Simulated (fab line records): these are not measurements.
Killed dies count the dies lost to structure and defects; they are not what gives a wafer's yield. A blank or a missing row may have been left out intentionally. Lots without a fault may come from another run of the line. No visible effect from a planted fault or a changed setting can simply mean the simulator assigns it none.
fab line records	flow n5_finfet
[record] lots = 7	wafers = 39
route steps=1938 shown BEOL_M10@1470 BEOL_M11@1554 BEOL_M13@1696
start_h: hours from the record's opening day to when the first of the lot's shown wafers began	wait_h: hours from the lot's prior step to this one	" same as the row above	L1.1+2: a single row standing in for several wafers	- no value present, or no start provided	* or withheld: withheld	< > ~ a bound
route shown NAME@n: names a module that has steps shown in the file, with the first one's number in the route	usual: mean/standard deviation taken from wafers without a fault	same: alike in all rows	chamber/n: place in a boat	sites: readings site by site	_std_site: standard deviation of those values	_edge_site: inner sites' mean taken away from outer sites' mean	radius_mm: how far each site lies from the wafer's centre	mask NAME#n: copy n	behind: the most recent tool/chamber to have shaped the wafer	hold: cause of the lot's hold/its duration in hours/its outcome	device: which transistor (n, p or np) failed to switch	end of line: tests run on the same wafers once the route is complete	a step without rows: its recipe alone	killed: not the wafer's yield, but the dies lost to structure and defects at the first sort	map: a wafer's dies, marking killed ones x, the rest . and places with no die _
set.NAME: setting as actually run; set.NAME@STEP: the setting as run at that earlier step	model.NAME: the simulator's own value behind a step, which no gauge read
lots whose settings were changed on purpose; a table a step, a row a wafer
[[steps]]
[step N5_BEOL_M10_ILD_DEP_00]
[recipe] material = SiCOH_lowk	target_thk_a = 3085.1	temp_c = 300	precursor = DEMS/porogen	pressure_torr = 5	rf_w = 500	time_s = 58
lot.wafer	tool	chamber	start_h	wait_h	set.target_thk_a	model.SiCOH_lowk_of_BEOL_M10_ILD_DEP_00.thk_nm
L078.1	pecvd-04	2	267.97	0.0	3085.1	309.6
L078.2	"	0	"	"	1509	152
L078.3	"	1	"	"	3085.1	309.4
L078.4	"	2	"	"	3085.1	316.2
L078.5	"	1	"	"	1509	151.6
L078.6	"	0	"	"	1509	158.4
L079.1	pecvd-01	0	280.13	0.0	3085.1	302.4
L079.2	"	2	"	"	3880	385.2
L079.3	"	2	"	"	3880	388
L079.4	"	0	"	"	3085.1	308.4
L079.5	"	0	"	"	3880	388.2
L079.6	"	2	"	"	3085.1	315
L083.1	pecvd-01	1	301.84	0.0	3085.1	300.6
L083.2	"	0	"	"	3085.1	307
L083.3	"	0	"	"	4065	408
L083.4	"	1	"	"	4065	405.2
L083.5	"	1	"	"	3085.1	304.4
L083.6	"	0	"	"	4065	410.4
L082.1	pecvd-04	2	301.96	0.0	3085.1	308.2
L082.2	"	0	"	"	4377	434.2
L082.3	"	1	"	"	4377	433.6
L082.4	"	0	"	"	4377	444.2
L082.5	"	2	"	"	3085.1	315.6
L082.6	"	1	"	"	3085.1	312.8
L087.3	pecvd-04	2	339.57	0.1	3085.1	311
L087.5	"	2	"	"	3085.1	312.6
L087.6	"	1	"	"	3085.1	310.8
L094.1	pecvd-04	2	362.92	0.0	3085.1	305.6
L094.2	"	1	"	"	3085.1	305.8
L094.3	"	2	"	"	3085.1	317.2
L094.4	"	1	"	"	3085.1	310.6
L094.5	"	2	"	"	3085.1	314.4
L094.6	"	1	"	"	3085.1	311.4
L093.1	pecvd-01	1	375.24	0.0	3646	356.4
L093.2	"	2	"	"	3085.1	307.6
L093.3	"	0	"	"	3085.1	306
L093.4+6	"	1,2	"	"	3646	366
L093.5	"	0	"	"	3085.1	311.8
[step N5_BEOL_M10_CURE_71]
[recipe] temp_c = 385	time_s = 240	ambient = He/Ar	material = SiCOH_lowk
lot.wafer	tool	chamber	start_h	wait_h	set.target_thk_a@BEOL_M10_ILD_DEP_00	model.SiCOH_lowk_of_BEOL_M10_ILD_DEP_00.thk_nm
L078.1	uv_cure-01	0	268.05	0.0	3085.1	269
L078.2	"	0	"	"	1509	130.8
L078.3	"	0	"	"	3085.1	268.8
L078.4	"	0	"	"	3085.1	274.8
L078.5	"	0	"	"	1509	130.4
L078.6	"	0	"	"	1509	136.4
L079.1	uv_cure-01	2	280.23	0.1	3085.1	262.6
L079.2	"	2	"	"	3880	336.2
L079.3	"	2	"	"	3880	338.6
L079.4	"	2	"	"	3085.1	267.8
L079.5	"	2	"	"	3880	338.8
L079.6	"	2	"	"	3085.1	273.6
L083.1	uv_cure-01	1	301.95	0.1	3085.1	261
L083.2	"	1	"	"	3085.1	266.6
L083.3	"	1	"	"	4065	356.4
L083.4	"	1	"	"	4065	353.8
L083.5	"	1	"	"	3085.1	264.4
L083.6	"	1	"	"	4065	358.6
L082.1	uv_cure-03	2	302.04	0.0	3085.1	267.8
L082.2	"	2	"	"	4377	379.8
L082.3	"	2	"	"	4377	379.2
L082.4	"	2	"	"	4377	388.8
L082.5	"	2	"	"	3085.1	274.2
L082.6	"	2	"	"	3085.1	271.8
L087.3	uv_cure-03	0	339.81	0.2	3085.1	270.2
L087.5	"	0	"	"	3085.1	271.6
L087.6	"	0	"	"	3085.1	270
L094.1	uv_cure-01	1	363.03	0.1	3085.1	265.4
L094.2	"	1	"	"	3085.1	265.6
L094.3	"	1	"	"	3085.1	275.6
L094.4	"	1	"	"	3085.1	269.8
L094.5	"	1	"	"	3085.1	273.2
L094.6	"	1	"	"	3085.1	270.6
L093.1	uv_cure-01	2	375.32	0.0	3646	310.4
L093.2	"	2	"	"	3085.1	267.2
L093.3	"	2	"	"	3085.1	265.8
L093.4+6	"	2	"	"	3646	319
L093.5	"	2	"	"	3085.1	271
[step N5_BEOL_M10_THK_MEAS_01]
[recipe] reads = SiCOH_lowk_of_BEOL_M10_ILD_DEP_00
[usual] M10_ILD_THK = 269/3.4
lot.wafer	tool	chamber	start_h	wait_h	set.target_thk_a@BEOL_M10_ILD_DEP_00	M10_ILD_THK[nm]
L078.1	film_metro-01	-	268.56	0.4	3085.1	269
L078.2	"	-	"	"	1509	131
L078.3	"	-	"	"	3085.1	269
L078.4	"	-	"	"	3085.1	275
L078.5	"	-	"	"	1509	130
L078.6	"	-	"	"	1509	136
L079.1	film_metro-02	-	280.75	0.4	3085.1	262
L079.2	"	-	"	"	3880	336
L079.3	"	-	"	"	3880	338
L079.4	"	-	"	"	3085.1	268
L079.5	"	-	"	"	3880	339
L079.6	"	-	"	"	3085.1	274
L083.1	film_metro-01	-	302.46	0.4	3085.1	261
L083.2	"	-	"	"	3085.1	267
L083.3	"	-	"	"	4065	356
L083.4	"	-	"	"	4065	354
L083.5	"	-	"	"	3085.1	264
L083.6	"	-	"	"	4065	359
L082.1	film_metro-02	-	302.55	0.4	3085.1	268
L082.2	"	-	"	"	4377	380
L082.3	"	-	"	"	4377	380
L082.4	"	-	"	"	4377	389
L082.5	"	-	"	"	3085.1	274
L082.6	"	-	"	"	3085.1	272
L087.3	film_metro-01	-	340.17	0.3	3085.1	270
L087.5	"	-	"	"	3085.1	272
L087.6	"	-	"	"	3085.1	270
L094.1	film_metro-02	-	363.54	0.4	3085.1	266
L094.2	"	-	"	"	3085.1	265
L094.3	"	-	"	"	3085.1	276
L094.4	"	-	"	"	3085.1	270
L094.5	"	-	"	"	3085.1	273
L094.6	"	-	"	"	3085.1	271
L093.1	film_metro-02	-	375.83	0.4	3646	310
L093.2	"	-	"	"	3085.1	267
L093.3	"	-	"	"	3085.1	266
L093.4	"	-	"	"	3646	319
L093.5	"	-	"	"	3085.1	271
L093.6	"	-	"	"	3646	319
[step N5_BEOL_M11_ETCH_62]
[recipe] chemistry = N2/H2	target = SOC	target_depth_a = 1100	overetch_a = 220	mask_material = SiARC	temp_c = 40	time_s = 165	ion_energy_ev = 200	pressure_mtorr = 30	source_w = 840	bias_w = 150	n2_flow_sccm = 200	h2_flow_sccm = 200
lot.wafer	tool	chamber	start_h	wait_h	set.time_s	model.SiARC_of_BEOL_M11_COAT_60.thk_nm
L078.1+4	rie_diel-04	2	279.04	0.0	165	23.8
L078.2	"	3	"	"	165	23.4
L078.3+5+6	"	1,3,1	"	"	133	24.8
L079.1+5+6	rie_diel-04	1,3,1	291.23	0.0	165	23.6
L079.2	"	3	"	"	165	23.4
L079.3	"	2	"	"	165	23.8
L079.4	"	2	"	"	165	24
L083.1+2+3+5+6	rie_diel-05	2,3,1,2,1	313.47	0.0	165	23.4
L083.4	"	0	"	"	165	23.6
L082.1+5	rie_diel-01	3	318.00	0.0	262.5	20
L082.2	"	0	"	"	262.5	19
L082.3+6	"	2	"	"	165	23.4
L082.4	"	1	"	"	165	23.2
L087.3	rie_diel-04	1	349.57	0.0	165	23.6
L087.5+6	"	0,1	"	"	165	23.4
L094.1	rie_diel-01	2	370.67	0.0	165	23.4
L094.2+5	"	0	"	"	76.02	27
L094.3	"	3	"	"	76.02	27.2
L094.4	"	1	"	"	165	23
L094.6	"	3	"	"	165	23.6
L093.1	rie_diel-04	3	384.38	0.0	165	23
L093.2+3	"	0,1	"	"	165	23.4
L093.4+6	"	2	"	"	127.4	25.2
L093.5	"	1	"	"	127.4	25
[step N5_BEOL_M11_STRIP_68]
[recipe] chemistry = N2/H2	temp_c = 40	n2_flow_sccm = 200	h2_flow_sccm = 200	rf_frequency_hz = 6e+07
[step N5_BEOL_M11_STRIP_67]
[recipe] chemistry = CF4	resist = SiARC	power_w = 300	bias_power_w = 75	pressure_mtorr = 50	cf4_flow_sccm = 150	rf_frequency_hz = 6e+07
[step N5_BEOL_M11_HM_OPEN_17]
[recipe] chemistry = Cl2/BCl3	target_depth_a = 200	overetch_a = 60	target = TiN	mask_material = SOC	ion_energy_ev = 150	pressure_mtorr = 10	icp_w = 1000	bias_w = 126	Cl2_flow_sccm = 53.25	bcl3_flow_sccm = 21.75	Ar_flow_sccm = 25
lot.wafer	tool	chamber	start_h	wait_h	set.time_s@BEOL_M11_ETCH_62	model.etch.depth_nm
L078.1	rie_metal-02	1	279.23	0.0	165	20.46
L078.2	"	0	"	"	165	20.3
L078.3	"	0	"	"	133	20.53
L078.4	"	1	"	"	165	20.66
L078.5	"	0	"	"	133	20.46
L078.6	"	1	"	"	133	20.45
L079.1	rie_metal-02	0	291.41	0.0	165	19.9
L079.2	"	1	"	"	165	20.29
L079.3+6	"	0	"	"	165	20.09
L079.4	"	1	"	"	165	19.84
L079.5	"	1	"	"	165	20.07
L083.1	rie_metal-01	1	313.66	0.0	165	19.66
L083.2	"	0	"	"	165	20.05
L083.3	"	0	"	"	165	19.82
L083.4	"	1	"	"	165	19.94
L083.5	"	1	"	"	165	19.69
L083.6	"	0	"	"	165	19.85
L082.1	rie_metal-01	0	318.18	0.0	262.5	10.95
L082.2	"	1	"	"	262.5	10.26
L082.3	"	1	"	"	165	20.21
L082.4	"	0	"	"	165	20.25
L082.5	"	1	"	"	262.5	10.98
L082.6	"	0	"	"	165	20.12
L087.3	rie_metal-02	0	349.79	0.1	165	19.56
L087.5	"	1	"	"	165	19.81
L087.6	"	0	"	"	165	20.08
L094.1	rie_metal-01	0	370.86	0.0	165	20.28
L094.2	"	1	"	"	76.02	19.92
L094.3	"	0	"	"	76.02	20.12
L094.4	"	1	"	"	165	20.21
L094.5	"	1	"	"	76.02	19.97
L094.6	"	0	"	"	165	20.13
L093.1	rie_metal-02	1	384.57	0.0	165	20.32
L093.2	"	1	"	"	165	19.88
L093.3	"	1	"	"	165	20.23
L093.4	"	1	"	"	127.4	20.22
L093.5	"	1	"	"	127.4	19.78
L093.6	"	1	"	"	127.4	20.15
[step N5_BEOL_M13_TRENCH_ETCH_34]
[recipe] chemistry = C4F8/O2/Ar	target = SiOC	target_depth_a = 4134.7	mask_material = SOC	pressure_mtorr = 30	source_w = 3000	bias_w = 700	Ar_flow_sccm = 400	C4F8_flow_sccm = 15	O2_flow_sccm = 8	he_inner_torr = 15	he_outer_torr = 30	time_s = 162.6	ion_energy_ev = 250
lot.wafer	tool	chamber	start_h	wait_h	set.target_depth_a	model.etch.depth_nm
L078.1	rie_diel-04	2	303.83	0.0	5094	501.7
L078.2	"	1	"	"	4134.7	406.1
L078.3	"	0	"	"	4134.7	408.8
L078.4	"	1	"	"	5094	501.2
L078.5	"	2	"	"	5094	501.1
L078.6	"	0	"	"	4134.7	403
L079.1	rie_diel-01	2	305.55	0.0	4134.7	421
L079.2	"	3	"	"	4134.7	413.8
L079.3	"	0	"	"	4134.7	426.3
L079.4	"	1	"	"	5430	551.9
L079.5	"	2	"	"	5430	559.2
L079.6	"	1	"	"	5430	547.5
L083.1	rie_diel-01	3	329.86	0.0	4134.7	413.6
L083.2	"	0	"	"	6208	638.7
L083.3	"	1	"	"	4134.7	418.2
L083.4	"	2	"	"	4134.7	421.9
L083.5	"	1	"	"	6208	625
L083.6	"	2	"	"	6208	629.4
L082.1	rie_diel-04	1	339.94	0.0	4134.7	410.6
L082.2	"	3	"	"	4134.7	418.2
L082.3	"	0	"	"	4134.7	405.8
L082.4	"	2	"	"	4134.7	407.9
L082.5	"	3	"	"	4134.7	414.3
L082.6	"	2	"	"	4134.7	407.7
L087.3	rie_diel-04	3	361.65	0.0	4134.7	419.4
L087.5	"	0	"	"	4134.7	412.3
L087.6	"	3	"	"	4134.7	420.8
L094.1	rie_diel-01	2	382.68	0.0	4134.7	412.5
L094.2	"	3	"	"	4134.7	416.7
L094.3	"	1	"	"	5210	534.3
L094.4	"	3	"	"	5210	521.8
L094.5	"	1	"	"	4134.7	424.4
L094.6	"	2	"	"	5210	524.8
L093.1	rie_diel-05	1	399.40	0.0	4134.7	412.8
L093.2	"	2	"	"	6143	618.7
L093.3	"	3	"	"	6143	611.3
L093.4	"	0	"	"	6143	633
L093.5	"	2	"	"	4134.7	415.3
L093.6	"	1	"	"	4134.7	414.6
[step N5_BEOL_M13_STRIP_70]
[recipe] chemistry = C4F8/O2/Ar	resist = SiARC	rf_frequency_hz = 6e+07
[step N5_BEOL_M13_OCD_MEAS_35]
[usual] trench_depth_nm = 415/6.6
lot.wafer	tool	chamber	start_h	wait_h	set.target_depth_a@BEOL_M13_TRENCH_ETCH_34	trench_depth_nm
L078.1	ocd-01	-	304.01	0.0	5094	502
L078.2	"	-	"	"	4134.7	406
L078.3	"	-	"	"	4134.7	408
L078.4	"	-	"	"	5094	501
L078.5	"	-	"	"	5094	502
L078.6	"	-	"	"	4134.7	403
L079.1	ocd-02	-	305.74	0.0	4134.7	421
L079.2	"	-	"	"	4134.7	414
L079.3	"	-	"	"	4134.7	427
L079.4	"	-	"	"	5430	552
L079.5	"	-	"	"	5430	559
L079.6	"	-	"	"	5430	547
L083.1	ocd-02	-	330.04	0.0	4134.7	413
L083.2	"	-	"	"	6208	639
L083.3	"	-	"	"	4134.7	419
L083.4	"	-	"	"	4134.7	422
L083.5	"	-	"	"	6208	625
L083.6	"	-	"	"	6208	629
L082.1	ocd-02	-	340.12	0.0	4134.7	411
L082.2	"	-	"	"	4134.7	418
L082.3	"	-	"	"	4134.7	406
L082.4	"	-	"	"	4134.7	407
L082.5	"	-	"	"	4134.7	414
L082.6	"	-	"	"	4134.7	408
L087.3	ocd-01	-	361.82	0.0	4134.7	420
L087.5	"	-	"	"	4134.7	413
L087.6	"	-	"	"	4134.7	421
L094.1	ocd-02	-	382.86	0.0	4134.7	413
L094.2	"	-	"	"	4134.7	-
L094.3	"	-	"	"	5210	-
L094.4	"	-	"	"	5210	522
L094.5	"	-	"	"	4134.7	-
L094.6	"	-	"	"	5210	524
L093.1	ocd-01	-	399.58	0.0	4134.7	412
L093.2	"	-	"	"	6143	618
L093.3	"	-	"	"	6143	611
L093.4	"	-	"	"	6143	633
L093.5	"	-	"	"	4134.7	416
L093.6	"	-	"	"	4134.7	414
[step N5_BEOL_M13_STRIP_37]
[recipe] chemistry = N2/H2	power_w = 1000	temp_c = 250	h2_frac = 0.65	overash_fraction = 0.3	pressure_mtorr = withheld	n2_flow_sccm = 1750	h2_flow_sccm = 3250
[step N5_BEOL_M13_ETCH_38]
[recipe] chemistry = CF4/N2	target = SiCN	target_depth_a = 675	taper_deg = 2	time_s = 71.9	ion_energy_ev = 150	mask_material = SiO2	pressure_mtorr = 40	source_w = 430	bias_w = 70	Ar_flow_sccm = 100	cf4_flow_sccm = 60	n2_flow_sccm = 60
[step N5_BEOL_M13_ECD_47]
[recipe] material = Cu	target_thk_a = 9360
[step N5_BEOL_M13_ANNEAL_48]
[recipe] temp_c = 225	time_s = 90	ambient = N2
[step N5_BEOL_M13_CMP_49]
[recipe] stop_on = SiOC	t_overpolish_s = 17.1	down_force_psi = 1	platen_rpm = 50	clearing_platen_down_force_psi = 1.5	clearing_platen_rpm = 50	post_cmp_clean = cu_alkaline	target_thk_nm = 420	clearing_platen_pad_velocity_m_s = 0.99484	pad_velocity_m_s = 0.99484
lot.wafer	tool	chamber	start_h	wait_h	set.target_depth_a@BEOL_M13_TRENCH_ETCH_34	model.Cu_of_BEOL_M13_ECD_47.thk_nm
L078.4	cmp-03	2	305.44	0.1	5094	508.2
L078.1	"	3	"	"	5094	507.8
L078.3	"	0	"	"	4134.7	415.2
L078.2	"	1	"	"	4134.7	413.2
L078.5	"	2	"	"	5094	508.6
L078.6	"	3	"	"	4134.7	411.2
L079.3	cmp-01	2	309.56	0.2	4134.7	431.6
L079.1	"	3	"	"	4134.7	426.6
L079.2	"	0	"	"	4134.7	417.4
L079.4	"	1	"	"	5430	556.8
L079.6	"	2	"	"	5430	553.6
L079.5	"	3	"	"	5430	563.6
L083.3	cmp-03	1	338.14	0.2	4134.7	426
L083.4	"	2	"	"	4134.7	429
L083.2	"	3	"	"	6208	646.6
L083.1	"	0	"	"	4134.7	420.2
L083.6	"	1	"	"	6208	638
L083.5	"	2	"	"	6208	632.8
L082.3	cmp-03	2	345.79	0.3	4134.7	412.6
L082.2	"	3	"	"	4134.7	427.4
L082.1	"	0	"	"	4134.7	418
L082.4	"	1	"	"	4134.7	416.4
L082.6	"	2	"	"	4134.7	416
L082.5	"	3	"	"	4134.7	422.8
L087.3	cmp-04	2	363.16	0.2	4134.7	425.8
L087.6	"	2	"	"	4134.7	427.2
L087.5	"	3	"	"	4134.7	417.6
L094.3	cmp-03	2	385.10	0.2	5210	540
L094.2	"	3	"	"	4134.7	424.6
L094.4	"	0	"	"	5210	528.4
L094.1	"	1	"	"	4134.7	418.8
L094.6	"	2	"	"	5210	531.2
L094.5	"	3	"	"	4134.7	431.8
L093.2	cmp-04	0	401.04	0.2	6143	626
L093.1	"	1	"	"	4134.7	420.6
L093.4	"	2	"	"	6143	640.6
L093.3	"	3	"	"	6143	618.2
L093.6	"	0	"	"	4134.7	422
L093.5	"	1	"	"	4134.7	422.4
[step N5_BEOL_M13_THK_MEAS_50]
[recipe] thk_meas_gauge = xrf	reads = Cu_of_BEOL_M13_ECD_47
[usual] M13_THK = 418/7.6
lot.wafer	tool	chamber	start_h	wait_h	set.target_depth_a@BEOL_M13_TRENCH_ETCH_34	M13_THK[nm]
L078.1	film_metro-02	-	305.73	-	5094	502
L078.2	"	-	"	"	4134.7	407
L078.3	"	-	"	"	4134.7	409
L078.4	"	-	"	"	5094	503
L078.5	"	-	"	"	5094	502
L078.6	"	-	"	"	4134.7	407
L079.1	film_metro-01	-	309.85	-	4134.7	416
L079.2	"	-	"	"	4134.7	407
L079.3	"	-	"	"	4134.7	421
L079.4	"	-	"	"	5430	546
L079.5	"	-	"	"	5430	549
L079.6	"	-	"	"	5430	544
L083.1	film_metro-02	-	338.44	-	4134.7	415
L083.2	"	-	"	"	6208	639
L083.3	"	-	"	"	4134.7	420
L083.4	"	-	"	"	4134.7	425
L083.5	"	-	"	"	6208	627
L083.6	"	-	"	"	6208	631
L082.1	film_metro-02	-	346.09	-	4134.7	418
L082.2	"	-	"	"	4134.7	426
L082.3	"	-	"	"	4134.7	410
L082.4	"	-	"	"	4134.7	417
L082.5	"	-	"	"	4134.7	422
L082.6	"	-	"	"	4134.7	414
L087.3	film_metro-01	-	363.45	-	4134.7	425
L087.5	"	-	"	"	4134.7	414
L087.6	"	-	"	"	4134.7	425
L094.1	film_metro-02	-	385.39	-	4134.7	423
L094.2	"	-	"	"	4134.7	-
L094.3	"	-	"	"	5210	-
L094.4	"	-	"	"	5210	534
L094.5	"	-	"	"	4134.7	-
L094.6	"	-	"	"	5210	536
L093.1	film_metro-02	-	401.34	-	4134.7	421
L093.2	"	-	"	"	6143	625
L093.3	"	-	"	"	6143	617
L093.4	"	-	"	"	6143	639
L093.5	"	-	"	"	4134.7	420
L093.6	"	-	"	"	4134.7	421
[step N5_BEOL_M13_PRE_CLEAN_52]
[recipe] gas = NH3	time_s = 15	temp_c = withheld	rf_power_w = 300
[step N5_BEOL_M13_DEP_53]
[recipe] material = SiCN	target_thk_a = 500	temp_c = withheld	precursor = 3MS/NH3	pressure_torr = 3	rf_w = 675	time_s = 17.8
[step N5_BEOL_M13_RS_MEAS_54]
[recipe] thk_meas_gauge = four-point-probe	reads = Cu_of_BEOL_M13_ECD_47+Ta_of_BEOL_M13_SPUTTER_44+TaN_of_BEOL_M13_SPUTTER_43
[usual] M13_RS = 0.0447/0.00072
lot.wafer	tool	chamber	start_h	wait_h	set.target_depth_a@BEOL_M13_TRENCH_ETCH_34	M13_RS[ohm/sq]
L078.1	film_metro-02	-	305.86	0.0	5094	0.0370
L078.2	"	-	"	"	4134.7	0.0457
L078.3	"	-	"	"	4134.7	0.0454
L078.4	"	-	"	"	5094	0.0368
L078.5	"	-	"	"	5094	0.0369
L078.6	"	-	"	"	4134.7	0.0460
L079.1	film_metro-02	-	309.98	0.0	4134.7	0.0442
L079.2	"	-	"	"	4134.7	0.0452
L079.3	"	-	"	"	4134.7	0.0435
L079.4	"	-	"	"	5430	0.0336
L079.5	"	-	"	"	5430	0.0332
L079.6	"	-	"	"	5430	0.0338
L083.1	film_metro-01	-	338.59	0.1	4134.7	0.0449
L083.2	"	-	"	"	6208	0.0288
L083.3	"	-	"	"	4134.7	0.0443
L083.4	"	-	"	"	4134.7	0.0439
L083.5	"	-	"	"	6208	0.0294
L083.6	"	-	"	"	6208	0.0292
L082.1	film_metro-02	-	346.24	0.1	4134.7	0.0452
L082.2	"	-	"	"	4134.7	0.0441
L082.3	"	-	"	"	4134.7	0.0457
L082.4	"	-	"	"	4134.7	0.0454
L082.5	"	-	"	"	4134.7	0.0446
L082.6	"	-	"	"	4134.7	0.0453
L087.3	film_metro-01	-	363.61	0.1	4134.7	0.0443
L087.5	"	-	"	"	4134.7	0.0453
L087.6	"	-	"	"	4134.7	0.0442
L094.1	film_metro-02	-	385.55	0.1	4134.7	0.0451
L094.2	"	-	"	"	4134.7	-
L094.3	"	-	"	"	5210	-
L094.4	"	-	"	"	5210	0.0355
L094.5	"	-	"	"	4134.7	-
L094.6	"	-	"	"	5210	0.0352
L093.1	film_metro-01	-	401.46	0.0	4134.7	0.0449
L093.2	"	-	"	"	6143	0.0298
L093.3	"	-	"	"	6143	0.0301
L093.4	"	-	"	"	6143	0.0291
L093.5	"	-	"	"	4134.7	0.0447
L093.6	"	-	"	"	4134.7	0.0448
[[key]]
[split] step = N5_BEOL_M10_ILD_DEP_00	setting = target_thk_a	stated = 3085.1	by = wafer
[response] step = N5_BEOL_M10_ILD_DEP_00	reading = model.SiCOH_lowk_of_BEOL_M10_ILD_DEP_00.thk_nm	change = +3.08	per = 1%	r = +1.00
[response] step = N5_BEOL_M10_CURE_71	reading = model.SiCOH_lowk_of_BEOL_M10_ILD_DEP_00.thk_nm	change = +2.72	per = 1%	r = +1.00
[response] step = N5_BEOL_M10_THK_MEAS_01	reading = M10_ILD_THK	change = +2.72	per = 1%	r = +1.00
[split] step = N5_BEOL_M11_ETCH_62	setting = time_s	stated = 165	by = wafer
[response] step = N5_BEOL_M11_ETCH_62	reading = model.SiARC_of_BEOL_M11_COAT_60.thk_nm	change = -0.0661	per = 1%	r = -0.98
[response] step = N5_BEOL_M11_HM_OPEN_17	reading = model.etch.depth_nm	shape = bent	at_lowest = 20.01	at_stated = 20.07	at_highest = 10.73
[split] step = N5_BEOL_M13_TRENCH_ETCH_34	setting = target_depth_a	stated = 4134.7	by = wafer
[response] step = N5_BEOL_M13_TRENCH_ETCH_34	reading = model.etch.depth_nm	change = +4.23	per = 1%	r = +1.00
[response] step = N5_BEOL_M13_OCD_MEAS_35	reading = trench_depth_nm	change = +4.24	per = 1%	r = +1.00
[response] step = N5_BEOL_M13_CMP_49	reading = model.Cu_of_BEOL_M13_ECD_47.thk_nm	change = +4.24	per = 1%	r = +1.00
[response] step = N5_BEOL_M13_THK_MEAS_50	reading = M13_THK	change = +4.23	per = 1%	r = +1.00
[response] step = N5_BEOL_M13_RS_MEAS_54	reading = M13_RS	change = -0.000321	per = 1%	r = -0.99
